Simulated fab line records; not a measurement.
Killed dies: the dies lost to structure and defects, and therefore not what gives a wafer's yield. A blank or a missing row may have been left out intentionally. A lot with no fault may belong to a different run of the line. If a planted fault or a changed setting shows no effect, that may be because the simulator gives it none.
Chamber matching	flow nandHarc	NHARC_P_ZERO_WELL_DESCUM_13 on rieDiel-07: 4 sister chambers
The step chemistry O2, time 3 s. 4 wafers are shown with their chamber, then 7 later ones without.

WAFERS, EACH WITH ITS CHAMBER
wafer	chamber	showerheadPlenumPTorr (Torr)
L705.1	0	1.78
L705.2	2	1.90
L707.2	1	1.81
L707.4	3	2.05

WAFERS WITHOUT THEIR CHAMBER
wafer	showerheadPlenumPTorr (Torr)
L707.5	2.05
L708.2	1.78
L708.4	1.90
L708.6	2.04
L709.2	1.78
L709.4	1.81
L709.6	1.90

CHAMBER TAKEN BY EACH
wafer	from the rows above	in truth
L707.5	3	3
L708.2	0	0
L708.4	2	2
L708.6	3	3
L709.2	0	0
L709.4	1	1
L709.6	2	2
Correctly placed: 7 of 7. Number that these rows cannot place: 0. Placed wrongly: 0.
How it was worked out, from the rows above alone: a wafer's distance from a chamber is the root of the sum, over the readings, of the square of ((its reading less the chamber's mean) divided by the reading's scatter). If the next closest chamber is less than 2 further off than the closest, the wafer can't be placed; otherwise it belongs to the closest. The mean given for a chamber averages the wafers shown for that chamber. The scatter: with one shown wafer a chamber, the root of the mean of the squares of how far each hidden wafer lies from its nearest shown one.
